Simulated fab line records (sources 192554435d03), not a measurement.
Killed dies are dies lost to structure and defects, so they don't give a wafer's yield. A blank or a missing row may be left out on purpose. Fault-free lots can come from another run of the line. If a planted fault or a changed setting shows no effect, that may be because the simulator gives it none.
fab line records    flow n5Finfet
[record] lots = 11  wafers = 33  lastDay = 19
route steps=1938 shown SD_EPI_N@277 SD_EPI_P@300 PASSIVATION@1936
lots that met no fault: taken from a fault-free run of the same line
startH: the number of hours between the record's first day and the start of the first shown wafer of the lot    waitH: hours elapsed since this lot's preceding step    " repeats the value in the row above    L1.1+2: several wafers, shown together as one row    - no value present, or no start provided    * or withheld: withheld    < > ~ a bound
route shown NAME@n: names a module that has steps shown in the file, with the first one's number in the route    usual: mean/standard deviation of fault-free wafers    same: alike in all rows    chamber/n: place in a boat    sites: the reading at each site    _std_site: standard deviation of those values    _edge_site: the outer-site mean with the inner-site mean subtracted    radiusMm: how far each site lies from the wafer's centre    mask NAME#n: copy n    behind: tool/chamber where the wafer was last shaped    hold: why the lot went on hold/how many hours it stayed there/how the hold came to an end    device: which transistor (n, p or np) failed to switch    end of line: tests of these same wafers at the route's end    a step without rows: its recipe alone    killed: dies that structure and defects cost at the first sort, which is not the same as the wafer's yield    map: dies across one wafer; x = killed, . = not, _ = none there
set.NAME: the setting the step ran with; set.NAME@STEP: the setting that earlier step ran with    model.NAME: the simulator's own value behind a step, which no gauge read
route steps across a sampled set of lots; one table per step, one row per wafer
services: when a tool's chamber went out of use (startH, in hours from the record's first day, below 0 if earlier), for how many hours, and the reason
[[steps]]
[step N5_SD_EPI_N_ETCHBACK_44]
[recipe] chemistry = CH3F/O2  mode = anisotropicEtchback  target = SiNx  targetDepthA = 145  stopOn = SiO2  overEtchFrac = 0.3  ionEnergyEv = 120  pressureMtorr = 30  sourceW = 395  biasW = 73  Ar_flow_sccm = 150  CH3F_flow_sccm = 30  O2_flow_sccm = 20
[usual] drypumpMotorCurrentA = 5.54/0.28  oesProductAu = 0.66/0.078  rfVppV = 294/4.5  showerheadPlenumPTorr = 2.00/0.074  throttleValvePct = 16.30/0.2
lot.wafer  tool        chamber  startH  waitH  drypumpMotorCurrentA  oesProductAu  rfHoursCounterH  rfVppV  showerheadPlenumPTorr  throttleValvePct
L502.1     rieDiel-01  3        48.83   0.0    5.22                  0.59          238              289     1.95                   16.45
L502.2     "           0        "       "      5.35                  0.64          154              298     2.08                   16.25
L502.6     "           0        "       "      5.33                  0.65          -                296     2.08                   16.26
L504.3     rieDiel-04  2        64.65   0.0    5.41                  0.61          210              296     1.98                   16.24
L504.4     "           0        "       "      5.53                  0.63          179              290     2.00                   16.29
L504.5     "           0        "       "      5.53                  0.63          -                289     2.00                   16.26
L507.1     rieDiel-03  1        80.03   0.0    5.84                  0.60          201              294     2.08                   16.62
L507.3     "           0        "       "      5.82                  0.60          238              297     2.06                   16.16
L507.4     "           2        "       "      4.93                  0.60          242              285     1.90                   16.80
L508.3     rieDiel-01  0        85.25   0.0    5.32                  0.64          170              297     2.07                   16.29
L508.4     "           1        "       "      5.61                  0.62          -                301     1.90                   16.28
L508.5     "           0        "       "      5.33                  0.64          -                296     2.07                   16.29
L517.2     rieDiel-03  1        140.12  0.0    5.83                  0.58          225              292     2.07                   16.64
L517.4     "           3        "       "      5.44                  0.73          -                286     2.02                   16.19
L517.5     "           1        "       "      5.84                  0.59          -                294     2.07                   16.65
L518.1     rieDiel-01  0        145.38  0.0    5.34                  0.62          188              295     2.07                   16.33
L518.2     "           2        "       "      5.77                  0.63          188              292     1.91                   16.48
L518.4     "           3        "       "      5.23                  0.77          17               290     1.94                   16.05
L520.1     rieDiel-03  1        156.52  0.0    5.83                  0.58          230              293     2.07                   16.66
L520.2     "           3        "       "      5.44                  0.73          46               285     2.02                   16.20
L520.3     "           2        "       "      4.92                  0.80          11               290     2.15                   16.31
L521.1     rieDiel-03  2        163.05  0.0    4.96                  0.80          13               292     2.15                   16.35
L521.2     "           3        "       "      5.43                  0.72          48               284     2.02                   16.22
L521.4     "           0        "       "      5.83                  0.81          4                296     2.05                   15.74
L522.2     rieDiel-01  0        171.98  0.0    5.32                  0.62          198              297     2.06                   16.34
L522.3     "           1        "       "      5.64                  0.60          216              301     1.89                   16.33
L522.4     "           3        "       "      5.25                  0.75          28               288     1.94                   16.08
L523.3     rieDiel-01  0        175.05  0.0    5.34                  0.61          200              296     2.06                   16.35
L523.4     "           3        "       "      5.22                  0.76          29               288     1.94                   16.07
L523.5     "           2        "       "      5.77                  0.63          -                294     1.90                   16.49
L524.2     rieDiel-04  1        182.43  0.0    5.91                  0.61          208              297     1.91                   16.40
L524.3     "           3        "       "      5.22                  0.63          173              297     1.98                   16.28
L524.5     "           2        "       "      5.40                  0.59          -                296     1.96                   16.29
[step N5_SD_EPI_N_STRIP_38]
[recipe] chemistry = N2/H2  powerW = 1000  tempC = 250  h2Frac = 0.65  overashFraction = 0.3  pressureMtorr = withheld  n2FlowSccm = 1750  h2FlowSccm = 3250
[usual] drypumpMotorCurrentA = 6.0/0.61  heaterPowerW = 333/28  oesProductAu = 0.760/0.012  tempC = 250.01/0.17
lot.wafer  tool            chamber  startH  waitH  drypumpMotorCurrentA  heaterPowerW  oesProductAu  rfHoursCounterH  tempC
L502.1     plasmaAsher-01  1        49.19   0.1    6.6                   339           0.778         25               250.02
L502.2     "               0        "       "      5.3                   290           0.760         25               250.28
L502.6     "               1        "       "      6.7                   333           0.749         -                250.14
L504.3     plasmaAsher-02  1        65.04   0.1    6.7                   351           0.750         -                250.17
L504.4     "               0        "       "      5.7                   363           0.769         -                249.71
L504.5     "               0        "       "      5.7                   365           0.757         -                249.95
L507.1     plasmaAsher-01  1        80.39   0.1    6.5                   342           0.759         33               250.14
L507.3     "               1        "       "      6.6                   352           0.778         -                250.10
L507.4     "               0        "       "      5.3                   290           0.775         -                249.90
L508.3     plasmaAsher-02  1        85.63   0.1    6.7                   348           0.763         -                250.10
L508.4     "               0        "       "      5.6                   380           0.746         -                249.95
L508.5     "               1        "       "      6.7                   337           0.752         -                250.20
L517.2     plasmaAsher-02  1        140.49  0.1    6.7                   350           0.743         105              249.74
L517.4     "               1        "       "      6.7                   353           0.776         -                249.64
L517.5     "               1        "       "      6.7                   356           0.774         -                249.82
L518.1     plasmaAsher-01  0        145.75  0.1    5.3                   300           0.775         45               250.11
L518.2     "               1        "       "      6.6                   344           0.772         45               249.86
L518.4     "               1        "       "      6.6                   343           0.762         -                250.00
L520.1     plasmaAsher-01  0        156.90  0.1    5.3                   300           0.773         47               249.78
L520.2     "               1        "       "      6.6                   337           0.746         47               249.82
L520.3     "               1        "       "      6.6                   341           0.770         -                250.09
L521.1     plasmaAsher-01  0        163.42  0.1    5.3                   290           0.749         48               249.98
L521.2     "               1        "       "      6.6                   335           0.766         48               249.90
L521.4     "               0        "       "      5.3                   297           0.790         -                250.00
L522.2     plasmaAsher-02  0        172.35  0.1    5.6                   368           0.778         113              250.07
L522.3     "               1        "       "      6.7                   350           0.780         -                250.05
L522.4     "               0        "       "      5.7                   366           0.768         -                249.99
L523.3     plasmaAsher-01  1        175.44  0.1    6.6                   339           0.754         -                249.98
L523.4     "               0        "       "      5.3                   289           0.747         -                249.97
L523.5     "               1        "       "      6.6                   344           0.774         -                249.85
L524.2     plasmaAsher-02  1        182.80  0.1    6.7                   356           0.765         116              250.26
L524.3     "               1        "       "      6.7                   354           0.780         -                250.03
L524.5     "               0        "       "      5.6                   371           0.766         -                249.89
[step N5_SD_EPI_N_VAPOR_ETCH_50]
[recipe] chemistry = HCl  target = Si  tempC = 775  timeS = 54  pressureTorr = 20  mode = isotropic
[usual] throttleValvePct = 11.9/0.35
lot.wafer  tool         chamber  startH  waitH  throttleValvePct
L502.1     epiRpcvd-03  0        49.90   0.3    11.6
L502.2     "            0        "       "      11.5
L502.6     "            0        "       "      11.4
L504.3     epiRpcvd-01  0        65.79   0.2    12.2
L504.4     "            0        "       "      12.2
L504.5     "            0        "       "      12.0
L507.1     epiRpcvd-02  0        81.11   0.3    12.1
L507.3     "            0        "       "      12.1
L507.4     "            0        "       "      12.2
L508.3     epiRpcvd-01  0        86.38   0.2    12.1
L508.4     "            0        "       "      12.2
L508.5     "            0        "       "      12.3
L517.2     epiRpcvd-03  0        141.23  0.3    11.6
L517.4     "            0        "       "      11.4
L517.5     "            0        "       "      11.5
L518.1     epiRpcvd-03  0        146.46  0.3    11.8
L518.2     "            0        "       "      11.6
L518.4     "            0        "       "      11.6
L520.1     epiRpcvd-03  0        157.67  0.3    12.0
L520.2     "            0        "       "      11.5
L520.3     "            0        "       "      11.6
L521.1     epiRpcvd-03  0        164.13  0.3    11.4
L521.2     "            0        "       "      11.7
L521.4     "            0        "       "      11.5
L522.2     epiRpcvd-01  0        173.09  0.3    12.5
L522.3     "            0        "       "      12.4
L522.4     "            0        "       "      12.6
L523.3     epiRpcvd-02  0        176.21  0.2    12.0
L523.4     "            0        "       "      12.3
L523.5     "            0        "       "      12.4
L524.2     epiRpcvd-03  0        183.67  0.4    11.6
L524.3     "            0        "       "      11.5
L524.5     "            0        "       "      11.5
[step N5_SD_EPI_P_EXPOSE_06]
[recipe] maskId = SD_P_BLK  na = 1.35  sourceShape = conventional  sigmaOuter = 0.8  polarization = unpolarized  targetCdNm = 240  doseMj = 39.5
[usual] reticleTempC = 22.98/0.11
[same] na = 1.35  sigmaOuter = 0.8
lot.wafer  tool            chamber  startH  waitH  mask        reticleTempC
L502.1     arfiScanner-02  0        52.50   -      SD_P_BLK#0  22.78
L502.2     "               0        "       "      SD_P_BLK#0  23.03
L502.6     "               0        "       "      SD_P_BLK#0  23.06
L504.3     arfiScanner-01  0        68.50   -      SD_P_BLK#0  22.82
L504.4     "               0        "       "      SD_P_BLK#0  22.96
L504.5     "               0        "       "      SD_P_BLK#0  22.79
L507.1     arfiScanner-02  0        83.83   -      SD_P_BLK#0  22.75
L507.3     "               0        "       "      SD_P_BLK#0  22.87
L507.4     "               0        "       "      SD_P_BLK#0  22.85
L508.3     arfiScanner-02  0        88.94   -      SD_P_BLK#0  22.99
L508.4     "               0        "       "      SD_P_BLK#0  23.22
L508.5     "               0        "       "      SD_P_BLK#0  23.03
L517.2     arfiScanner-02  0        143.80  -      SD_P_BLK#0  22.89
L517.4     "               0        "       "      SD_P_BLK#0  22.95
L517.5     "               0        "       "      SD_P_BLK#0  22.92
L518.1     arfiScanner-02  0        149.06  -      SD_P_BLK#0  22.89
L518.2     "               0        "       "      SD_P_BLK#0  22.88
L518.4     "               0        "       "      SD_P_BLK#0  22.92
L520.1     arfiScanner-03  0        160.33  -      SD_P_BLK#0  22.83
L520.2     "               0        "       "      SD_P_BLK#0  22.87
L520.3     "               0        "       "      SD_P_BLK#0  23.00
L521.1     arfiScanner-01  0        166.87  -      SD_P_BLK#0  22.84
L521.2     "               0        "       "      SD_P_BLK#0  22.85
L521.4     "               0        "       "      SD_P_BLK#0  22.90
L522.2     arfiScanner-03  0        175.80  -      SD_P_BLK#0  22.97
L522.3     "               0        "       "      SD_P_BLK#0  22.96
L522.4     "               0        "       "      SD_P_BLK#0  23.02
L523.3     arfiScanner-01  0        178.89  -      SD_P_BLK#0  23.05
L523.4     "               0        "       "      SD_P_BLK#0  23.00
L523.5     "               0        "       "      SD_P_BLK#0  23.02
L524.2     arfiScanner-01  0        186.90  -      SD_P_BLK#0  22.89
L524.3     "               0        "       "      SD_P_BLK#0  22.96
L524.5     "               0        "       "      SD_P_BLK#0  23.03
[step N5_SD_EPI_P_OVL_MEAS_10]
[recipe] pointsPerWafer = 44
[usual] SD_P_BLK_OVL = 0.1/0.65
lot.wafer  tool        chamber  startH  waitH  SD_P_BLK_OVL[nm]
L502.1     overlay-02  0        52.66   0.0    1.1
L502.2     "           0        "       "      -1.4
L502.6     "           0        "       "      0.3
L504.3     overlay-02  0        68.64   0.0    0.3
L504.4     "           0        "       "      -0.3
L504.5     "           0        "       "      0.3
L507.1     overlay-01  0        83.99   0.0    0.5
L507.3     "           0        "       "      -0.4
L507.4     "           0        "       "      -0.4
L508.3     overlay-01  0        89.08   0.0    -1.3
L508.4     "           0        "       "      0.6
L508.5     "           0        "       "      -1.0
L517.2     overlay-02  0        143.95  0.0    72.2
L517.4     "           0        "       "      70.9
L517.5     "           0        "       "      71.7
L518.1     overlay-01  0        149.22  0.0    73.1
L518.2     "           0        "       "      72.1
L518.4     "           0        "       "      72.7
L520.1     overlay-01  0        160.48  0.0    -1.2
L520.2     "           0        "       "      0.1
L520.3     "           0        "       "      -0.1
L521.1     overlay-01  0        167.03  0.0    -0.6
L521.2     "           0        "       "      0.4
L521.4     "           0        "       "      0.0
L522.2     overlay-01  0        175.95  0.0    -0.3
L522.3     "           0        "       "      0.7
L522.4     "           0        "       "      -0.5
L523.3     overlay-02  0        179.04  0.0    0.2
L523.4     "           0        "       "      -0.2
L523.5     "           0        "       "      0.6
L524.2     overlay-02  0        187.05  0.0    -0.5
L524.3     "           0        "       "      -0.4
L524.5     "           0        "       "      -1.1
[step N5_PASSIVATION_PROBE_49]
[usual] killed_at_M0_to_M3 = 33/11  killed_at_M4_up = 15/6.2  killedAtContacts = 13/6.5  killedAtFrontEnd = 38/11  killedAtOther = 3.4/2.6  killedDies = 102/17  killedOpen = 67/12  killedShort = 34/7.9
[same] grossDies = 1180  killedAtBackSide = 0
lot.wafer  tool       chamber  startH  waitH  killed_at_M0_to_M3  killed_at_M4_up  killedAtContacts  killedAtFrontEnd  killedAtOther  killedDies  killedOpen  killedShort
L502.1     prober-01  -        273.66  0.0    19                  8                26                46                1              100         61          39
L502.2     prober-01  -        273.71  0.1    24                  23               20                19                0              86          62          23
L502.6     prober-01  -        273.91  0.3    14                  9                29                30                0              82          55          27
L507.1     prober-01  -        304.36  0.0    30                  7                16                36                2              91          59          31
L507.3     prober-01  -        304.46  0.1    21                  15               3                 32                1              72          44          26
L507.4     prober-01  -        304.51  0.2    29                  18               7                 37                3              94          54          40
L508.3     prober-01  -        346.12  0.1    48                  11               17                31                5              112         73          36
L508.4     prober-01  -        346.17  0.2    36                  10               18                29                9              102         76          26
L508.5     prober-01  -        346.22  0.2    31                  19               24                27                6              107         80          26
L518.1     prober-01  -        369.30  0.0    21                  17               3                 41                0              82          45          34
L518.2     prober-01  -        369.35  0.1    34                  10               9                 48                3              104         65          37
L518.4     prober-01  -        369.45  0.2    23                  16               11                63                3              116         74          42
L517.2     prober-01  -        394.05  0.1    20                  28               20                45                4              117         86          30
L517.4     prober-01  -        394.15  0.2    29                  9                18                34                5              95          54          40
L517.5     prober-01  -        394.20  0.2    20                  11               20                48                2              101         67          33
L522.2     prober-02  -        434.81  0.8    31                  11               4                 25                11             82          44          36
L522.3     prober-02  -        434.86  0.8    26                  12               16                34                11             99          69          28
L522.4     prober-02  -        434.91  0.9    16                  17               25                34                7              99          64          32
L523.3     prober-02  -        455.84  0.1    27                  9                6                 22                2              66          41          25
L523.4     prober-02  -        455.89  0.2    26                  14               4                 31                1              76          52          24
L523.5     prober-02  -        455.94  0.2    24                  22               6                 22                0              74          43          31
// killed by level:class
L502.1 MOL_CONTACT_COAG:geometricParticle:open=20 FIN_SAQP:geometricParticle:short=13 ILD0:geometricParticle:short=6 MOL_CONTACT_COAG:geometricParticle:short=6 BEOL_M0_SAQP:geometricParticle:short=6 GATE_CUT:geometricParticle:open=5 BEOL_M4:geometricParticle:open=5 ILD0:geometricParticle:open=4
L502.2 BEOL_M4:geometricParticle:open=12 MOL_CONTACT_COAG:geometricParticle:open=10 MOL_CONTACT_COAG:geometricParticle:short=10 BEOL_M3:geometricParticle:open=8 FIN_SAQP:geometricParticle:open=5 STI_FIN_REVEAL:geometricParticle:open=5 BEOL_M0_SAQP:geometricParticle:open=5 FIN_SAQP:geometricParticle:short=3
L502.6 MOL_CONTACT_COAG:geometricParticle:open=19 MOL_CONTACT_COAG:geometricParticle:short=10 STI_FIN_REVEAL:geometricParticle:open=8 FIN_CUT:geometricParticle:open=4 STI_FIN_REVEAL:geometricParticle:short=4 BEOL_M4:geometricParticle:open=4 STARTING-WAFER:geometricParticle:open=4 BEOL_M2:geometricParticle:open=3
L507.1 MOL_CONTACT_COAG:geometricParticle:open=14 BEOL_M0_SAQP:geometricParticle:open=10 STI_FIN_REVEAL:geometricParticle:open=8 BEOL_M0_SAQP:geometricParticle:short=8 STI_FIN_REVEAL:geometricParticle:short=6 GATE_CUT:geometricParticle:short=6 BEOL_M3:geometricParticle:open=5 GATE_CUT:geometricParticle:open=4
L507.3 BEOL_M3:geometricParticle:open=9 GATE_CUT:geometricParticle:short=6 BEOL_M4:geometricParticle:open=6 STI_FIN_REVEAL:geometricParticle:open=5 DUMMY_GATE:geometricParticle:open=5 BEOL_M4:geometricParticle:short=4 DUMMY_GATE:geometricParticle:short=3 FIN_SAQP:geometricParticle:short=2
L507.4 BEOL_M4:geometricParticle:open=12 GATE_CUT:geometricParticle:short=8 STI_FIN_REVEAL:geometricParticle:open=7 BEOL_M0_SAQP:geometricParticle:short=7 BEOL_M0_SAQP:geometricParticle:open=7 STARTING-WAFER:geometricParticle:short=6 MOL_CONTACT_COAG:geometricParticle:open=5 BEOL_M2:geometricParticle:open=5
L508.3 MOL_CONTACT_COAG:geometricParticle:open=15 BEOL_M2:geometricParticle:open=10 BEOL_M0_SAQP:geometricParticle:open=8 BEOL_M1:geometricParticle:open=8 BEOL_M0_SAQP:geometricParticle:short=7 BEOL_M1:geometricParticle:short=6 BEOL_M4:geometricParticle:open=6 STARTING-WAFER:geometricParticle:short=6
L508.4 MOL_CONTACT_COAG:geometricParticle:open=15 BEOL_M1:geometricParticle:open=11 FIN_SAQP:geometricParticle:open=10 BEOL_M0_SAQP:geometricParticle:open=9 BEOL_M3:geometricParticle:open=6 STI_FIN_REVEAL:geometricParticle:open=5 PASS1_CAP:geometricParticle:short=4 DUMMY_GATE:geometricParticle:open=3
L508.5 MOL_CONTACT_COAG:geometricParticle:open=19 BEOL_M4:geometricParticle:open=11 BEOL_M3:geometricParticle:open=8 STARTING-WAFER:geometricParticle:open=7 BEOL_M2:geometricParticle:open=6 MOL_CONTACT_COAG:geometricParticle:short=5 BEOL_M0_SAQP:geometricParticle:open=5 DUMMY_GATE:geometricParticle:open=4
L518.1 FIN_SAQP:geometricParticle:short=6 BEOL_M3:geometricParticle:open=6 STI_FIN_REVEAL:geometricParticle:open=5 FIN_SAQP:geometricParticle:open=4 STI_FIN_REVEAL:geometricParticle:short=4 ILD0:geometricParticle:short=4 BEOL_M0_SAQP:geometricParticle:short=4 BEOL_M6:geometricParticle:open=4
L518.2 STI_FIN_REVEAL:geometricParticle:open=14 BEOL_M0_SAQP:geometricParticle:open=11 BEOL_M0_SAQP:geometricParticle:short=9 MOL_CONTACT_COAG:geometricParticle:open=8 GATE_CUT:geometricParticle:short=6 GATE_CUT:geometricParticle:open=5 FIN_SAQP:geometricParticle:short=4 DUMMY_GATE:geometricParticle:open=4
L518.4 FIN_SAQP:geometricParticle:open=11 FIN_SAQP:geometricParticle:short=10 GATE_CUT:geometricParticle:short=10 BEOL_M3:geometricParticle:open=9 MOL_CONTACT_COAG:geometricParticle:open=9 DUMMY_GATE:geometricParticle:open=8 BEOL_M4:geometricParticle:open=7 STI_FIN_REVEAL:geometricParticle:open=6
L517.2 MOL_CONTACT_COAG:geometricParticle:open=20 STI_FIN_REVEAL:geometricParticle:open=18 FIN_SAQP:geometricParticle:short=13 BEOL_M2:geometricParticle:open=11 BEOL_M5:geometricParticle:open=7 BEOL_M4:geometricParticle:open=6 BEOL_M5:geometricParticle:short=5 FIN_SAQP:geometricParticle:open=3
L517.4 MOL_CONTACT_COAG:geometricParticle:open=13 BEOL_M0_SAQP:geometricParticle:short=8 FIN_SAQP:geometricParticle:short=7 FIN_SAQP:geometricParticle:open=6 DUMMY_GATE:geometricParticle:open=5 DUMMY_GATE:geometricParticle:short=5 MOL_CONTACT_COAG:geometricParticle:short=5 BEOL_M2:geometricParticle:open=5
L517.5 FIN_SAQP:geometricParticle:short=12 MOL_CONTACT_COAG:geometricParticle:open=11 STI_FIN_REVEAL:geometricParticle:open=10 FIN_SAQP:geometricParticle:open=9 MOL_CONTACT_COAG:geometricParticle:short=9 DUMMY_GATE:geometricParticle:open=7 BEOL_M2:geometricParticle:open=6 BEOL_M7:geometricParticle:open=5
L522.2 BEOL_M0_SAQP:geometricParticle:short=12 STI_FIN_REVEAL:geometricParticle:open=7 BEOL_M0_SAQP:geometricParticle:open=6 BEOL_M4:geometricParticle:open=6 PASS1_CAP:geometricParticle:short=5 BEOL_M2:geometricParticle:open=5 STARTING-WAFER:geometricParticle:short=5 PASS1_CAP:geometricParticle:open=4
L522.3 MOL_CONTACT_COAG:geometricParticle:open=13 STI_FIN_REVEAL:geometricParticle:open=9 BEOL_M2:geometricParticle:open=9 FIN_SAQP:geometricParticle:short=8 BEOL_M4:geometricParticle:open=6 BEOL_M0_SAQP:geometricParticle:open=6 PASS1_CAP:geometricParticle:open=5 DUMMY_GATE:geometricParticle:open=3
L522.4 MOL_CONTACT_COAG:geometricParticle:open=20 STI_FIN_REVEAL:geometricParticle:open=11 BEOL_M4:geometricParticle:open=7 FIN_SAQP:geometricParticle:short=6 MOL_CONTACT_COAG:geometricParticle:short=5 PASS1_CAP:geometricParticle:short=4 STI_FIN_REVEAL:geometricParticle:short=3 BEOL_M0_SAQP:geometricParticle:open=3
L523.3 BEOL_M2:geometricParticle:open=7 GATE_CUT:geometricParticle:short=6 BEOL_M3:geometricParticle:open=6 BEOL_M1:geometricParticle:open=5 MOL_CONTACT_COAG:geometricParticle:open=4 FIN_SAQP:geometricParticle:open=3 BEOL_M0_SAQP:geometricParticle:short=3 BEOL_M4:geometricParticle:open=3
L523.4 BEOL_M1:geometricParticle:open=10 FIN_SAQP:geometricParticle:open=6 DUMMY_GATE:geometricParticle:open=6 STARTING-WAFER:geometricParticle:short=6 BEOL_M4:geometricParticle:open=4 BEOL_M3:geometricParticle:open=4 STARTING-WAFER:geometricParticle:open=4 DUMMY_GATE:geometricParticle:short=3
L523.5 BEOL_M4:geometricParticle:open=10 FIN_SAQP:geometricParticle:short=8 BEOL_M0_SAQP:geometricParticle:short=5 BEOL_M0_SAQP:geometricParticle:open=4 BEOL_M1:geometricParticle:open=4 BEOL_M3:geometricParticle:open=4 BEOL_M7:geometricParticle:open=4 GATE_CUT:geometricParticle:short=3
[[services]]
tool            chamber  startH  hours  kind
rieDiel-04      3        31.04   2.3    repair
arfiScanner-01  -        31.14   1.3    pm
arfiScanner-01  -        35.01   9.5    repair
arfiScanner-03  -        35.41   1.3    pm
arfiScanner-02  -        36.82   0.8    pm
rieDiel-01      -        37.50   1.2    repair
rieDiel-01      -        59.04   2.4    repair
rieDiel-01      3        71.90   8.0    repair
arfiScanner-01  -        78.26   1.0    pm
rieDiel-01      1        97.91   3.7    repair
epiRpcvd-01     -        97.92   0.3    repair
arfiScanner-02  -        108.32  1.3    pm
arfiScanner-02  -        113.01  0.7    repair
arfiScanner-02  -        121.19  1.5    pm
plasmaAsher-02  -        129.60  2.3    repair
rieDiel-01      0        130.07  9.3    repair
rieDiel-01      -        130.59  0.9    repair
arfiScanner-01  -        134.95  3.1    pm
arfiScanner-01  -        143.73  1.0    pm
rieDiel-03      -        149.57  2.8    pm
arfiScanner-02  -        150.21  1.0    pm
arfiScanner-01  -        156.64  1.3    pm
plasmaAsher-01  -        166.52  6.3    repair
plasmaAsher-01  -        182.30  1.2    repair
[[key]]
[firstSign] step = N5_SD_EPI_P_OVL_MEAS_10  reading = SD_P_BLK_OVL  direction = up  sigmas = 99+  usual = 0.1  struck = 72.1
effect none on later readings
metAt N5_SD_EPI_P_EXPOSE_06
struckLots L517,L518
testerLeftOut L517,L518
notActingAt N5_SD_EPI_N_ETCHBACK_44,N5_SD_EPI_N_STRIP_38,N5_SD_EPI_N_VAPOR_ETCH_50
onsetBetween 88.94 143.80
[fault] kind = scannerMatchingOverlay  tool = arfiScanner-02  chamber = -  onsetH = 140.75  steps = N5_SD_EPI_P_EXPOSE_06  offset = 60.3
// testerLeftOut: of these lots the tester's yield and bins aren't shown, on N5 and GAA mostly nor the transistor test; their killed dies are dies lost to structure and defects alone, not to doping, threshold or leakage, so they don't give the yield
